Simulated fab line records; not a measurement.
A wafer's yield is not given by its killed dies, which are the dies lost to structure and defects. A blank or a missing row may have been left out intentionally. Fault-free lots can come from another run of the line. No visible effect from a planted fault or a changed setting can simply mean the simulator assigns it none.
Chamber matching + flow n5 finfet + N5_BEOL_M3_ETCH_69 on rie diel-03: 4 sister chambers
The step etches SiARC in CF4, target depth 15.6 nm, time 26 s. 16 wafers are shown with their chamber, then 8 later ones without.

## WAFERS PAIRED WITH THEIR CHAMBERS
| wafer  | chamber | drypump motor current A (A) | showerhead plenum p Torr (Torr) | throttle valve pct (%) |
|--------|---------|-----------------------------|---------------------------------|------------------------|
| L075.4 | 2       | 5.7                         | 2.22                            | 15.46                  |
| L075.5 | 0       | 6.3                         | 2.11                            | 15.24                  |
| L075.6 | 1       | 5.1                         | 2.16                            | 15.36                  |
| L083.2 | 3       | 5.4                         | 2.14                            | 15.88                  |
| L083.3 | 1       | 5.1                         | 2.16                            | 15.39                  |
| L083.6 | 3       | 5.4                         | 2.14                            | 15.89                  |
| L091.1 | 3       | 5.4                         | 2.13                            | 15.90                  |
| L091.3 | 0       | 6.3                         | 2.10                            | 15.29                  |
| L091.6 | 3       | 5.4                         | 2.13                            | 15.91                  |
| L092.2 | 1       | 5.1                         | 2.16                            | 15.43                  |
| L092.5 | 1       | 5.1                         | 2.16                            | 15.42                  |
| L092.6 | 0       | 6.2                         | 2.10                            | 15.31                  |
| L093.1 | 2       | 5.8                         | 2.21                            | 15.51                  |
| L093.3 | 3       | 5.4                         | 2.13                            | 15.92                  |
| L093.6 | 3       | 5.4                         | 2.13                            | 15.91                  |
| L094.1 | 0       | 6.3                         | 2.10                            | 15.28                  |

SIGNATURES, as means of the wafers listed above
| reading                  | chamber 0 | chamber 1 | chamber 2 | chamber 3 | scatter within a chamber |
|--------------------------|-----------|-----------|-----------|-----------|--------------------------|
| drypump motor current A  | 6.275     | 5.100     | 5.750     | 5.400     | 0.0323                   |
| showerhead plenum p Torr | 2.1025    | 2.1600    | 2.2150    | 2.1333    | 0.00464                  |
| throttle valve pct       | 15.2800   | 15.4000   | 15.4850   | 15.9017   | 0.0257                   |
Rule: a wafer lies at a distance from a chamber equal to the root of the sum of squares, over the readings, of (its reading less the chamber's mean, divided by the reading's scatter). If the next closest chamber is less than 2 further off than the closest, the wafer can't be placed; otherwise it belongs to the closest. How the scatter is found: for the shown wafers, subtract from each reading the mean of its chamber, square and add these, divide the total by (wafers less chambers), then take the root.

## WAFERS WITHOUT THEIR CHAMBER
| wafer  | drypump motor current A (A) | showerhead plenum p Torr (Torr) | throttle valve pct (%) |
|--------|-----------------------------|---------------------------------|------------------------|
| L094.2 | 5.4                         | 2.13                            | 15.92                  |
| L094.3 | 5.8                         | 2.21                            | 15.51                  |
| L095.2 | 6.2                         | 2.10                            | 15.30                  |
| L095.3 | 5.7                         | 2.21                            | 15.51                  |
| L095.6 | 5.1                         | 2.15                            | 15.42                  |
| L097.1 | 5.8                         | 2.21                            | 15.52                  |
| L097.3 | 6.3                         | 2.10                            | 15.34                  |
| L097.6 | 5.1                         | 2.15                            | 15.46                  |

## WHICH CHAMBER EACH WENT THROUGH
| wafer  | from the rows above | in truth |
|--------|---------------------|----------|
| L094.2 | 3                   | 3        |
| L094.3 | 2                   | 2        |
| L095.2 | 0                   | 0        |
| L095.3 | 2                   | 2        |
| L095.6 | 1                   | 1        |
| L097.1 | 2                   | 2        |
| L097.3 | 0                   | 0        |
| L097.6 | 1                   | 1        |
8 of 8 placed correctly. Can't be placed from these rows: 0. Number placed wrongly: 0.
